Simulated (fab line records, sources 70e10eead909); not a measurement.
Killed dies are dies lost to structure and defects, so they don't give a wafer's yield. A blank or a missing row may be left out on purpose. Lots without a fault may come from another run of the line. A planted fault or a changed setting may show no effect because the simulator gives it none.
Which tool did it? | flow nand_harc | 13 lots, 39 wafers sampled, at 5 steps of a route of 1302

WHAT THE GAUGES READ, wafer by wafer
NHARC_P_STI_CD_MEAS_16.
lot  | measured     | on        | cd_nm (nm)
L852 | day 2 21:37  | cd_sem-02 | 200.7 201.0 198.6
L853 | day 3 08:30  | cd_sem-03 | 198.4 198.9 197.3
L854 | day 3 14:52  | cd_sem-02 | 201.2 201.8 203.0
L857 | day 4 22:24  | cd_sem-02 | 197.0 198.0 196.8
L859 | day 5 21:50  | cd_sem-01 | 201.6 202.7 204.2
L860 | day 6 03:28  | cd_sem-01 | 197.6 200.5 198.6
L861 | day 6 14:17  | cd_sem-03 | 197.0 194.2 197.3
L862 | day 7 00:03  | cd_sem-03 | 201.9 202.4 202.7
L863 | day 7 09:19  | cd_sem-03 | 198.1 199.5 197.9
L865 | day 8 05:07  | cd_sem-02 | 201.3 200.7 202.2
L867 | day 9 01:32  | cd_sem-01 | 198.3 198.6 198.8
L868 | day 9 11:59  | cd_sem-01 | 200.7 196.8 199.5
L872 | day 11 07:59 | cd_sem-02 | 199.9 201.9 197.4

NHARC_P_GATE_CD_MEAS_46: target cd 720 nm.
lot  | measured     | on        | cd_nm (nm)
L852 | day 5 17:58  | cd_sem-02 | 720.8 720.4 721.1
L853 | day 6 00:12  | cd_sem-01 | 720.8 721.6 720.9
L854 | day 6 03:13  | cd_sem-03 | 718.8 717.9 719.2
L857 | day 7 14:56  | cd_sem-01 | 719.5 720.7 720.8
L859 | day 8 16:11  | cd_sem-01 | 721.1 721.1 721.5
L860 | day 8 16:23  | cd_sem-02 | 719.0 720.1 720.7
L861 | day 9 17:59  | cd_sem-01 | 720.8 719.4 718.4
L862 | day 9 18:18  | cd_sem-03 | 720.3 721.5 718.6
L863 | day 10 02:52 | cd_sem-01 | 720.3 720.0 719.0
L865 | day 10 17:41 | cd_sem-01 | 719.5 719.4 721.2
L867 | day 11 19:05 | cd_sem-02 | 719.0 719.3 720.3
L868 | day 12 11:48 | cd_sem-03 | - - -
L872 | day 14 01:59 | cd_sem-02 | 717.7 720.3 720.8

WHICH TOOL RAN EACH LOT (tool, then ch and the chambers of the sampled wafers, then the start)
lot  | NHARC_P_STI_DESCUM_14              | NHARC_P_GATE_ETCH_32             | NHARC_P_GATE_EXPOSE_43
L852 | rie_diel-03 ch 1,2,3, day 2 21:12  | rie_si-04 ch 0,1,3, day 5 06:37  | krf_scanner-03 ch 0, day 5 17:48
L853 | rie_diel-03 ch 1,2,3, day 3 08:04  | rie_si-04 ch 1,2,3, day 5 13:05  | krf_scanner-03 ch 0, day 6 00:02
L854 | rie_diel-03 ch 1,2,3, day 3 14:27  | rie_si-04 ch 2,3, day 5 15:50    | krf_scanner-02 ch 0, day 6 03:04
L857 | rie_diel-07 ch 0,2,3, day 4 21:58  | rie_si-01 ch 0,2,3, day 7 03:35  | krf_scanner-02 ch 0, day 7 14:47
L859 | rie_diel-03 ch 2,3, day 5 21:23    | rie_si-02 ch 1,2, day 8 04:50    | krf_scanner-02 ch 0, day 8 16:02
L860 | rie_diel-08 ch 2,3, day 6 03:01    | rie_si-01 ch 1,2, day 8 04:55    | krf_scanner-03 ch 0, day 8 16:14
L861 | rie_diel-03 ch 1,3, day 6 13:50    | rie_si-02 ch 0,2, day 9 06:45    | krf_scanner-03 ch 0, day 9 17:49
L862 | rie_diel-07 ch 0,3, day 6 23:37    | rie_si-04 ch 0,3, day 9 06:47    | krf_scanner-04 ch 0, day 9 18:08
L863 | rie_diel-07 ch 0,2,3, day 7 08:52  | rie_si-02 ch 0,2,3, day 9 15:41  | krf_scanner-04 ch 0, day 10 02:43
L865 | rie_diel-03 ch 0,2,3, day 8 04:41  | rie_si-02 ch 0,1,3, day 10 06:19 | krf_scanner-02 ch 0, day 10 17:32
L867 | rie_diel-07 ch 0,1,3, day 9 01:06  | rie_si-01 ch 1,2,3, day 11 05:41 | krf_scanner-03 ch 0, day 11 18:56
L868 | rie_diel-08 ch 1,2,3, day 9 11:34  | rie_si-02 ch 1,2, day 12 00:35   | krf_scanner-03 ch 0, day 12 11:39
L872 | rie_diel-08 ch 0,1,3, day 11 07:32 | rie_si-04 ch 1,2,3, day 13 14:41 | krf_scanner-03 ch 0, day 14 01:50
- NHARC_P_STI_DESCUM_14: chemistry O2, time 3 s.
- NHARC_P_GATE_ETCH_32: etches the open film in HBr/Cl2, target depth 150 nm, time 100.1 s.
- NHARC_P_GATE_EXPOSE_43: exposes mask P NSD, target cd 720 nm.

WHAT THE TOOLS THEMSELVES READ (means of the sampled wafers that have a number; where no wafer has one, the mark that the record gives instead)
NHARC_P_STI_DESCUM_14.
lot  | tool        | drypump_motor_current_A (A) | oes_product_au (a.u.) | rf_vpp_V (V) | showerhead_plenum_p_Torr (Torr) | throttle_valve_pct (%)
L852 | rie_diel-03 | 5.6                         | 1.007                 | 58.1         | 1.93                            | 11.312
L853 | rie_diel-03 | 5.6                         | 1.007                 | 57.7         | 1.93                            | 11.310
L854 | rie_diel-03 | 5.6                         | 1.003                 | 58.6         | 1.93                            | 11.308
L857 | rie_diel-07 | 5.3                         | 0.999                 | 58.1         | 1.93                            | 11.304
L859 | rie_diel-03 | 5.4                         | 1.001                 | 57.3         | 1.86                            | 11.303
L860 | rie_diel-08 | 5.6                         | 1.000                 | 58.0         | 1.98                            | 11.313
L861 | rie_diel-03 | 5.6                         | 1.003                 | 58.6         | 1.92                            | 11.309
L862 | rie_diel-07 | 5.4                         | 0.991                 | 58.2         | 1.97                            | 11.313
L863 | rie_diel-07 | 5.3                         | 0.995                 | 58.0         | 1.93                            | 11.309
L865 | rie_diel-03 | 5.7                         | 0.999                 | 56.8         | 1.85                            | 11.316
L867 | rie_diel-07 | 5.6                         | 0.991                 | 58.3         | 1.95                            | 11.308
L868 | rie_diel-08 | 6.0                         | 0.994                 | 57.7         | 1.91                            | 11.318
L872 | rie_diel-08 | 6.3                         | 0.999                 | 58.0         | 1.89                            | 11.311

NHARC_P_GATE_ETCH_32.
lot  | tool      | drypump_motor_current_A (A) | oes_product_au (a.u.) | rf_fwd_power_W (W) | throttle_valve_pct (%)
L852 | rie_si-04 | 5.4                         | 1.003                 | 395.8              | 26.411
L853 | rie_si-04 | 5.3                         | 0.994                 | 396.6              | 26.409
L854 | rie_si-04 | 5.3                         | 0.997                 | 398.3              | 26.409
L857 | rie_si-01 | 5.6                         | 0.998                 | 395.9              | 26.400
L859 | rie_si-02 | 5.5                         | 1.002                 | 396.6              | 26.407
L860 | rie_si-01 | 5.9                         | 0.993                 | 394.5              | 26.394
L861 | rie_si-02 | 6.2                         | 0.999                 | 397.0              | 26.407
L862 | rie_si-04 | 5.1                         | 0.996                 | 398.6              | 26.402
L863 | rie_si-02 | 6.0                         | 0.996                 | 399.3              | 26.411
L865 | rie_si-02 | 6.1                         | 1.004                 | 397.9              | 26.416
L867 | rie_si-01 | 5.8                         | 0.999                 | 395.8              | 26.403
L868 | rie_si-02 | 5.4                         | 0.994                 | 396.6              | 26.406
L872 | rie_si-04 | 5.3                         | 1.001                 | 398.4              | 26.408

NHARC_P_GATE_EXPOSE_43.
lot  | tool           | exposure_dose_mJ_cm2 | focus_offset_nm (nm)
L852 | krf_scanner-03 | 14.792               | -0.3
L853 | krf_scanner-03 | 14.811               | 0.1
L854 | krf_scanner-02 | 14.809               | 0.7
L857 | krf_scanner-02 | 14.830               | 0.3
L859 | krf_scanner-02 | 14.819               | 0.2
L860 | krf_scanner-03 | 14.820               | 0.5
L861 | krf_scanner-03 | 14.805               | 0.7
L862 | krf_scanner-04 | 14.810               | -0.4
L863 | krf_scanner-04 | 14.808               | -0.6
L865 | krf_scanner-02 | 14.806               | 0.0
L867 | krf_scanner-03 | 14.815               | 0.0
L868 | krf_scanner-03 | 14.806               | -0.1
L872 | krf_scanner-03 | 14.802               | -1.0

THE ANSWER, worked out from the rows above alone
Rule: what is usual is taken from the lots themselves. Put in order of their means at a reading, lots are off if they are a third of the lots or fewer, leave a main group of 4 or more, and stand apart from it by a gap of 3 or more times the standard deviation of the main group's means; of several such gaps the widest counts. A main group whose means are all the same, to the digits that the tables above print for the reading, isn't used. A lot without any number at a reading at which 4 lots or more have one is off too. The other lots that the step has rows for count as sound. The gauges are gone through in route order, then the tools' own readings, and for those a lot's mean is taken as printed above. The first step at which some lot is off is used, and at that step the reading that is off furthest; a lot without a number counts as furthest.
Off: L868, at NHARC_P_GATE_CD_MEAS_46 (cd_nm). Without a number there: L868. The main group: mean 720.0 nm, standard deviation 0.7.
A tool fits if, at a process step before that reading, it ran every lot that is off, and no sound lot after the first of them. The gauges at NHARC_P_GATE_CD_MEAS_46 are tried like those tools. Can't be told from this: 2 tools fit, rie_si-02 at NHARC_P_GATE_ETCH_32, cd_sem-03 at NHARC_P_GATE_CD_MEAS_46.

WHAT THE SIMULATOR HAD PUT IN
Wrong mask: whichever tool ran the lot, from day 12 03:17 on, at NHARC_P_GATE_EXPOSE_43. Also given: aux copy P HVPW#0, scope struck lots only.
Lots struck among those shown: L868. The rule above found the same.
